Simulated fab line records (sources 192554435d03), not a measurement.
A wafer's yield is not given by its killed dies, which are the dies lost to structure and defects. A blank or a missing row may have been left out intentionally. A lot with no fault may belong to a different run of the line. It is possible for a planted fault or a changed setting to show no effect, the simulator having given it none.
fab line records	flow n5-finfet
record: lots: 7	wafers: 21
route steps=1938 shown BEOL_M13@1685 BEOL_M14@1716 BEOL_M15@1820 TV_OPEN@1887 PASSIVATION@1901
start-h: the number of hours between the record's first day and the start of the first shown wafer of the lot	wait-h: hours from the lot's prior step to this one	" unchanged from the row above	L1.1+2: a single row standing in for several wafers	- value missing, or start not given	* or withheld: withheld	< > ~ a bound
route shown NAME@n: NAME is a module with steps in the file, n the number in the route of the first one	usual: mean and standard deviation over wafers with no fault	same: alike in all rows	chamber/n: place in a boat	sites: the reading at each site	_std_site: the standard deviation of these	_edge_site: the outer-site mean with the inner-site mean subtracted	radius-mm: for every site, how far away it sits from the centre of the wafer	mask NAME#n: copy n	behind: tool/chamber where the wafer was last shaped	hold: why the lot was held/for how many hours/how that ended	device: the n, p or np transistor that did not switch	end of line: tests of these same wafers at the route's end	step lacking rows: just its recipe	killed: dies lost to structure and defects at the first sort, not the wafer's yield	map: dies across one wafer; x = killed, . = not, _ = none there
set.NAME: the setting as run; set.NAME@STEP: as run at that earlier step	model.NAME: the simulator's own value behind a step, which no gauge read
lots whose settings were changed on purpose; a table a step, a row a wafer
== steps ==
step: N5_BEOL_M13_EXPOSE_25
recipe: mask-id: M13	na: 0.93	source-shape: conventional	sigma-outer: 0.4	polarization: unpolarized	target-cd-nm: 210	dose-mj: 22
lot.wafer	tool	chamber	start-h	wait-h	mask	set.dose-mj
L076.4+5+6	krf-scanner-02	0	245.15	-	M13#0	22
L077.1	krf-scanner-01	0	252.83	-	M13#0	22
L077.2+6	"	0	"	"	M13#0	23.28
L084.1+3	krf-scanner-01	0	295.61	-	M13#0	23.45
L084.2	"	0	"	"	M13#0	22
L085.3	krf-scanner-01	0	302.58	-	M13#0	23.46
L085.5+6	"	0	"	"	M13#0	22
L090.1+4	krf-scanner-01	0	327.70	-	M13#0	22
L090.2	"	0	"	"	M13#0	21.03
L093.3+6	krf-scanner-02	0	345.64	-	M13#0	22
L093.5	"	0	"	"	M13#0	21.16
L097.1+5	krf-scanner-01	0	373.53	-	M13#0	22
L097.2	"	0	"	"	M13#0	22.93
step: N5_BEOL_M13_DEVELOP_27
recipe: develop-time-s: 45	rinse-liquid: diw	dry: air-spin	dev-temp-c: 21
lot.wafer	tool	chamber	start-h	wait-h	set.develop-time-s
L076.4+5+6	litho-track-03	0	-	-	45
L077.1	litho-track-02	0	-	-	45
L077.2+6	"	0	"	"	47.73
L084.1+2+3	litho-track-03	0	-	-	45
L085.3+6	litho-track-03	0	-	-	45
L085.5	"	0	"	"	35.56
L090.1+2+4	litho-track-02	0	-	-	45
L093.3+5+6	litho-track-05	0	-	-	45
L097.1+5	litho-track-02	0	-	-	45
L097.2	"	0	"	"	54.43
step: N5_BEOL_M13_HARDBAKE_32
recipe: temp-c: 130	time-s: 120
step: N5_BEOL_M13_CD_MEAS_28
recipe: target-cd-nm: 209.5	landing-energy-ev: 500	detector: se-inlens
usual: cd-nm: 209.2/1.3
lot.wafer	tool	chamber	start-h	wait-h	set.dose-mj@BEOL_M13_EXPOSE_25	cd-nm
L076.4	cd-sem-01	0	245.31	-	22	209.9
L076.5	"	0	"	"	22	208.4
L076.6	"	0	"	"	22	210.3
L077.1	cd-sem-02	0	253.00	-	22	211.1
L077.2	"	0	"	"	23.28	215.7
L077.6	"	0	"	"	23.28	215.0
L084.1	cd-sem-01	0	295.78	-	23.45	215.2
L084.2	"	0	"	"	22	209.8
L084.3	"	0	"	"	23.45	215.2
L085.3	cd-sem-01	0	302.74	-	23.46	215.2
L085.5	"	0	"	"	22	206.9
L085.6	"	0	"	"	22	209.1
L090.1	cd-sem-01	0	327.87	-	22	208.5
L090.2	"	0	"	"	21.03	204.6
L090.4	"	0	"	"	22	209.0
L093.3	cd-sem-01	0	345.81	-	22	209.0
L093.5	"	0	"	"	21.16	204.7
L093.6	"	0	"	"	22	209.3
L097.1	cd-sem-01	0	373.71	-	22	210.0
L097.2	"	0	"	"	22.93	213.3
L097.5	"	0	"	"	22	209.9
step: N5_BEOL_M13_DESCUM_33
recipe: chemistry: O2	time-s: 7.9	source-power-w: 50	bias-power-w: 20	pressure-mtorr: 20	rf-frequency-hz: 2.712e+07	temp-c: 40	o2-flow-sccm: 225
lot.wafer	tool	chamber	start-h	wait-h	set.dose-mj@BEOL_M13_EXPOSE_25	model.BEOL_M13.cd-nm
L076.4	rie-diel-03	1	245.87	0.5	22	209.6
L076.5	"	0	"	"	22	208.4
L076.6	"	2	"	"	22	210.6
L077.1	rie-diel-04	3	253.09	0.0	22	211
L077.2	"	0	"	"	23.28	216
L077.6	"	2	"	"	23.28	214.8
L084.1+3	rie-diel-01	0,2	295.87	0.0	23.45	215.2
L084.2	"	1	"	"	22	209.8
L085.3	rie-diel-03	1	302.82	0.0	23.46	215.2
L085.5	"	1	"	"	22	207.2
L085.6	"	0	"	"	22	209.2
L090.1	rie-diel-01	1	327.96	0.0	22	208.6
L090.2	"	3	"	"	21.03	204.6
L090.4	"	0	"	"	22	209.4
L093.3	rie-diel-04	3	345.91	0.1	22	209.2
L093.5	"	3	"	"	21.16	204.8
L093.6	"	1	"	"	22	209.4
L097.1+5	rie-diel-03	2,1	373.93	0.2	22	209.8
L097.2	"	0	"	"	22.93	213.6
step: N5_BEOL_M13_ETCH_67
recipe: chemistry: CF4	target: SiARC	target-depth-a: 1430	time-s: 238.3	ion-energy-ev: 80	pressure-mtorr: 40	source-w: 545	bias-w: 36	Ar_flow_sccm: 100	cf4-flow-sccm: 100	ends: cleared
lot.wafer	tool	chamber	start-h	wait-h	set.dose-mj@BEOL_M13_EXPOSE_25	model.BEOL_M13.cd-nm
L076.4	rie-diel-03	1	245.96	0.1	22	210.2
L076.5	"	0	"	"	22	209.4
L076.6	"	2	"	"	22	212
L077.1	rie-diel-04	3	253.13	0.0	22	212.2
L077.2	"	0	"	"	23.28	217
L077.6	"	2	"	"	23.28	214.4
L084.1	rie-diel-01	0	295.91	0.0	23.45	216.2
L084.2	"	1	"	"	22	209.8
L084.3	"	2	"	"	23.45	215.2
L085.3	rie-diel-03	1	302.86	0.0	23.46	216
L085.5	"	1	"	"	22	208.6
L085.6	"	0	"	"	22	210.4
L090.1	rie-diel-01	1	327.99	0.0	22	209.4
L090.2	"	3	"	"	21.03	205.6
L090.4	"	0	"	"	22	210.4
L093.3	rie-diel-04	3	346.02	0.1	22	210
L093.5	"	3	"	"	21.16	205.2
L093.6	"	1	"	"	22	209.4
L097.1	rie-diel-03	2	373.96	0.0	22	210.6
L097.2	"	0	"	"	22.93	214.4
L097.5	"	1	"	"	22	209.6
step: N5_BEOL_M14_ILD_DEP_00
recipe: material: SiO2	target-thk-a: 11193	temp-c: 400	precursor: TEOS/O2	pressure-torr: 6.5	rf-w: 900	teos-flow-sccm: 161.4	gas: O2	flow-sccm: 2650	time-s: 237.4
lot.wafer	tool	chamber	start-h	wait-h	set.temp-c	model.SiO2_of_BEOL_M14_ILD_DEP_00.thk-nm
L076.4	pecvd-02	2	250.29	0.1	400	1126
L076.5	"	1	"	"	400	1129
L076.6	"	2	"	"	400	1146
L077.1	pecvd-01	0	255.37	0.0	393.8	1188
L077.2	"	2	"	"	393.8	1173
L077.6	"	0	"	"	393.8	1210
L084.1	pecvd-02	2	298.94	0.0	400	1107
L084.2	"	0	"	"	400	1103
L084.3	"	1	"	"	400	1089
L085.3+5	pecvd-01	1	305.99	0.0	400	1129
L085.6	"	0	"	"	406.9	1086
L090.1	pecvd-02	2	331.24	0.0	400	1105
L090.2	"	1	"	"	400	1090
L090.4	"	1	"	"	400	1103
L093.3	pecvd-02	0	349.28	0.0	400	1119
L093.5	"	1	"	"	393.3	1188
L093.6	"	0	"	"	393.3	1170
L097.1	pecvd-02	0	379.29	0.0	403.8	1081
L097.2	"	2	"	"	400	1128
L097.5	"	0	"	"	400	1132
step: N5_BEOL_M14_THK_MEAS_01
recipe: reads: SiO2_of_BEOL_M14_ILD_DEP_00
usual: M14_ILD_THK: 1118/17
lot.wafer	tool	chamber	start-h	wait-h	set.temp-c@BEOL_M14_ILD_DEP_00	M14_ILD_THK[nm]
L076.4	film-metro-02	-	250.49	0.1	400	1128
L076.5	"	-	"	"	400	1128
L076.6	"	-	"	"	400	1145
L077.1	film-metro-02	-	255.56	0.1	393.8	1187
L077.2	"	-	"	"	393.8	1172
L077.6	"	-	"	"	393.8	1209
L084.1	film-metro-01	-	299.12	0.1	400	1107
L084.2	"	-	"	"	400	1103
L084.3	"	-	"	"	400	1089
L085.3	film-metro-02	-	306.18	0.1	400	1129
L085.5	"	-	"	"	400	1128
L085.6	"	-	"	"	406.9	1085
L090.1	film-metro-02	-	331.43	0.1	400	1104
L090.2	"	-	"	"	400	1091
L090.4	"	-	"	"	400	1104
L093.3	film-metro-02	-	349.47	0.1	400	1119
L093.5	"	-	"	"	393.3	1188
L093.6	"	-	"	"	393.3	1169
L097.1	film-metro-01	-	379.48	0.1	403.8	1081
L097.2	"	-	"	"	400	1127
L097.5	"	-	"	"	400	1132
step: N5_BEOL_M14_PEB_08
recipe: peb-temp-c: 130	peb-time-s: 90
lot.wafer	tool	chamber	start-h	wait-h	set.peb-time-s
L076.4+5+6	litho-track-04	0	250.68	0.0	90
L077.1+2+6	litho-track-04	0	255.88	0.1	90
L084.1+2+3	litho-track-03	0	299.44	0.1	90
L085.3+6	litho-track-04	0	306.37	0.0	90
L085.5	"	0	"	"	70.26
L090.1	litho-track-04	0	331.62	0.1	90
L090.2+4	"	0	"	"	100.4
L093.3	litho-track-04	0	349.66	0.0	90
L093.5+6	"	0	"	"	83.23
L097.1+2+5	litho-track-01	0	379.68	0.1	90
step: N5_BEOL_M14_DEVELOP_09
recipe: develop-time-s: 45	rinse-liquid: diw	dry: air-spin	dev-temp-c: 21
step: N5_BEOL_M14_HARDBAKE_14
recipe: temp-c: 130	time-s: 120
step: N5_BEOL_M14_DESCUM_15
recipe: chemistry: O2	time-s: 7.9	source-power-w: 50	bias-power-w: 20	pressure-mtorr: 20	rf-frequency-hz: 2.712e+07	temp-c: 40	o2-flow-sccm: 225
step: N5_BEOL_M14_ETCH_59
recipe: chemistry: N2/H2	target: BARC	target-depth-a: 890	overetch-a: 267	time-s: 67.9	ion-energy-ev: 200	pressure-mtorr: 30	source-w: 840	bias-w: 150	n2-flow-sccm: 200	h2-flow-sccm: 200
step: N5_BEOL_M14_VIA_ETCH_16
recipe: chemistry: C4F8/O2/Ar	target: SiO2	he-inner-torr: 15	he-outer-torr: 30	target-depth-a: 12313	time-s: withheld	ion-energy-ev: 800	pressure-mtorr: 20	source-w: 1905	bias-w: 2040	Ar_flow_sccm: 400	C4F8_flow_sccm: 16	O2_flow_sccm: 12	ends: cleared
lot.wafer	tool	chamber	start-h	wait-h	set.temp-c@BEOL_M14_ILD_DEP_00	model.etch.depth-nm	model.coat_of_BEOL_M14_COAT_04.thk-nm
L076.4	rie-diel-02	3	251.00	0.0	400	1126	451
L076.5	"	2	"	"	400	1129	448.4
L076.6	"	1	"	"	400	1146	450.4
L077.1	rie-diel-02	2	256.49	0.0	393.8	1188	434.6
L077.2	"	3	"	"	393.8	1173	435.4
L077.6	"	0	"	"	393.8	1210	433.4
L084.1	rie-diel-06	0	299.73	0.0	400	1107	455.4
L084.2	"	1	"	"	400	1103	454.2
L084.3	"	3	"	"	400	1089	457.8
L085.3	rie-diel-05	0	306.99	0.0	400	1129	452.4
L085.5	"	0	"	"	400	1129	450.2
L085.6	"	1	"	"	406.9	1086	462.8
L090.1	rie-diel-05	1	331.93	0.0	400	1105	457.6
L090.2	"	2	"	"	400	1090	463.6
L090.4	"	0	"	"	400	1103	458.2
L093.3	rie-diel-02	3	349.99	0.0	400	1119	449.2
L093.5	"	2	"	"	393.3	1188	431.8
L093.6	"	3	"	"	393.3	1170	434.6
L097.1	rie-diel-02	3	379.97	0.0	403.8	1081	463.6
L097.2	"	0	"	"	400	1128	458.2
L097.5	"	3	"	"	400	1132	451.2
step: N5_BEOL_M15_SPUTTER_44
recipe: material: Ta	target-thk-a: 150	temp-c: 50	bias-v: 80	power-w: 15000	chamber-pressure-pa: 0.07	time-s: 24.19
lot.wafer	tool	chamber	start-h	wait-h	set.time-s	model.Ta_of_BEOL_M15_SPUTTER_44.thk-nm
L076.4+6	pvd-sputter-02	-	259.67	0.0	24.19	14.8
L076.5	"	-	"	"	24.19	15.2
L077.1	pvd-sputter-01	-	270.44	0.0	26.84	16.4
L077.2+6	"	-	"	"	24.19	14.8
L084.1+2+3	pvd-sputter-01	-	307.44	0.0	24.19	15
L085.3	pvd-sputter-02	-	318.39	0.0	21.46	13.4
L085.5	"	-	"	"	21.46	13.2
L085.6	"	-	"	"	21.46	13.6
L090.1+4	pvd-sputter-03	-	339.62	0.0	24.19	15
L090.2	"	-	"	"	24.19	15.2
L093.3	pvd-sputter-03	-	361.13	0.0	24.19	15
L093.5	"	-	"	"	24.19	14.8
L093.6	"	-	"	"	21.37	13.2
L097.1	pvd-sputter-02	-	390.63	0.0	24.19	15
L097.2	"	-	"	"	25.87	15.8
L097.5	"	-	"	"	25.87	16.2
step: N5_PASSIVATION_PASS_ETCH_74
recipe: chemistry: CF4/O2	target: SiNx	target-depth-a: 2200	time-s: 110	ion-energy-ev: 100	pressure-mtorr: 40	source-w: 535	bias-w: 49	Ar_flow_sccm: 100	cf4-flow-sccm: 100	O2_flow_sccm: 10
usual: rf-vpp-V: 240/3.8
lot.wafer	tool	chamber	start-h	wait-h	set.source-w	rf-vpp-V	model.etch.depth-nm	model.TV_OPEN.cd-offset-nm
L076.4	rie-diel-01	0	268.82	0.0	535	232	232.6	-0.2
L076.5	"	3	"	"	535	240	211.4	0.8
L076.6	"	2	"	"	535	235	214.4	-0.4
L077.1	rie-diel-04	0	277.96	0.0	609.7	227	248.3	-1
L077.2	"	1	"	"	609.7	228	251	-1.8
L077.6	"	3	"	"	535	243	222.7	0.4
L084.1	rie-diel-03	3	315.48	0.0	535	239	219.6	0.4
L084.2	"	2	"	"	481.9	247	198.9	1.2
L084.3	"	0	"	"	481.9	256	195.9	1.4
L085.3	rie-diel-03	1	326.10	0.0	535	243	214.7	0.4
L085.5	"	0	"	"	508	248	207.3	1
L085.6	"	1	"	"	535	242	218.2	0.2
L090.1	rie-diel-01	2	346.68	0.0	535	234	213.3	-0.6
L090.2	"	3	"	"	441	265	179.5	2.2
L090.4	"	0	"	"	441	258	192.6	1.2
L093.3	rie-diel-03	0	369.15	0.0	624.9	221	243.2	-1
L093.5	"	3	"	"	535	240	215.8	0
L093.6	"	0	"	"	624.9	221	243.1	-1
L097.1	rie-diel-03	3	400.57	0.1	612.3	223	245.7	-1.2
L097.2	"	2	"	"	612.3	218	240.4	-1.6
L097.5	"	2	"	"	535	233	211.3	0.2
step: N5_PASSIVATION_EXPOSE_27
recipe: mask-id: PAD	na: 0.55	source-shape: conventional	sigma-outer: 0.8	polarization: unpolarized	defocus-nm: 0	dose-mj: 32.3
lot.wafer	tool	chamber	start-h	wait-h	mask	set.dose-mj
L076.4+5+6	krf-scanner-02	0	270.39	-	PAD#0	32.3
L077.1+2+6	krf-scanner-02	0	279.35	-	PAD#0	32.3
L084.1+3	krf-scanner-02	0	323.07	-	PAD#0	32.3
L084.2	"	0	"	"	PAD#0	31.13
L085.3+5	krf-scanner-02	0	327.26	-	PAD#0	31.25
L085.6	"	0	"	"	PAD#0	32.3
L090.1+2+4	krf-scanner-01	0	347.91	-	PAD#0	32.3
L093.3	krf-scanner-01	0	370.88	-	PAD#0	33.72
L093.5+6	"	0	"	"	PAD#0	32.3
L097.1	krf-scanner-01	0	401.92	-	PAD#0	32.3
L097.2+5	"	0	"	"	PAD#0	31.07
step: N5_PASSIVATION_PEB_28
recipe: peb-temp-c: withheld	peb-time-s: *
step: N5_PASSIVATION_DEVELOP_29
recipe: develop-time-s: 60	rinse-liquid: diw	dry: air-spin	dev-temp-c: 21
step: N5_PASSIVATION_HARDBAKE_31
recipe: temp-c: 130	time-s: 120
step: N5_PASSIVATION_CD_MEAS_30
recipe: target-cd-nm: 4000	landing-energy-ev: 500	detector: se-inlens	polarity: opening
usual: cd-nm: 4000.3/1.9
lot.wafer	tool	chamber	start-h	wait-h	set.dose-mj@PASSIVATION_EXPOSE_27	cd-nm
L076.4	cd-sem-02	0	270.56	-	32.3	4001.9
L076.5	"	0	"	"	32.3	4001.0
L076.6	"	0	"	"	32.3	3998.6
L077.1	cd-sem-03	0	279.53	-	32.3	4001.7
L077.2	"	0	"	"	32.3	4002.5
L077.6	"	0	"	"	32.3	3999.2
L084.1	cd-sem-03	0	323.25	-	32.3	3997.5
L084.2	"	0	"	"	31.13	3994.3
L084.3	"	0	"	"	32.3	3998.0
L085.3	cd-sem-01	0	327.43	-	31.25	3994.6
L085.5	"	0	"	"	31.25	3994.5
L085.6	"	0	"	"	32.3	4000.3
L090.1	cd-sem-03	0	348.08	-	32.3	3997.3
L090.2	"	0	"	"	32.3	4000.6
L090.4	"	0	"	"	32.3	3996.9
L093.3	cd-sem-03	0	371.05	-	33.72	4006.9
L093.5	"	0	"	"	32.3	4001.2
L093.6	"	0	"	"	32.3	3999.7
L097.1	cd-sem-02	0	402.09	-	32.3	4004.3
L097.2	"	0	"	"	31.07	3994.0
L097.5	"	0	"	"	31.07	3996.3
== key ==
split: step: N5_BEOL_M13_EXPOSE_25	setting: dose-mj	stated: 22	by: wafer
response: step: N5_BEOL_M13_CD_MEAS_28	reading: cd-nm	change: +0.904	per: 1%	r: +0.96
response: step: N5_BEOL_M13_DESCUM_33	reading: model.BEOL_M13.cd-nm	change: +0.925	per: 1%	r: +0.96
response: step: N5_BEOL_M13_ETCH_67	reading: model.BEOL_M13.cd-nm	change: +0.905	per: 1%	r: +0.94
split: step: N5_BEOL_M13_DEVELOP_27	setting: develop-time-s	stated: 45	by: wafer
response none clear
split: step: N5_BEOL_M14_ILD_DEP_00	setting: temp-c	stated: 400	by: wafer
response: step: N5_BEOL_M14_ILD_DEP_00	reading: model.SiO2_of_BEOL_M14_ILD_DEP_00.thk-nm	change: -33.2	per: 1%	r: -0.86
response: step: N5_BEOL_M14_THK_MEAS_01	reading: M14_ILD_THK	change: -32.9	per: 1%	r: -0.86
response: step: N5_BEOL_M14_VIA_ETCH_16	reading: model.etch.depth-nm	change: -33.2	per: 1%	r: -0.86
response: step: N5_BEOL_M14_VIA_ETCH_16	reading: model.coat_of_BEOL_M14_COAT_04.thk-nm	change: +8.24	per: 1%	r: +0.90
split: step: N5_BEOL_M14_PEB_08	setting: peb-time-s	stated: 90	by: wafer
response none clear
split: step: N5_BEOL_M15_SPUTTER_44	setting: time-s	stated: 24.19	by: wafer
response: step: N5_BEOL_M15_SPUTTER_44	reading: model.Ta_of_BEOL_M15_SPUTTER_44.thk-nm	change: +0.146	per: 1%	r: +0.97
split: step: N5_PASSIVATION_PASS_ETCH_74	setting: source-w	stated: 535	by: wafer
response: step: N5_PASSIVATION_PASS_ETCH_74	reading: rf-vpp-V	change: -1.2	per: 1%	r: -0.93
response: step: N5_PASSIVATION_PASS_ETCH_74	reading: model.etch.depth-nm	change: +1.82	per: 1%	r: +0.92
response: step: N5_PASSIVATION_PASS_ETCH_74	reading: model.TV_OPEN.cd-offset-nm	change: -0.105	per: 1%	r: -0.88
split: step: N5_PASSIVATION_EXPOSE_27	setting: dose-mj	stated: 32.3	by: wafer
response: step: N5_PASSIVATION_CD_MEAS_30	reading: cd-nm	change: +1.63	per: 1%	r: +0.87
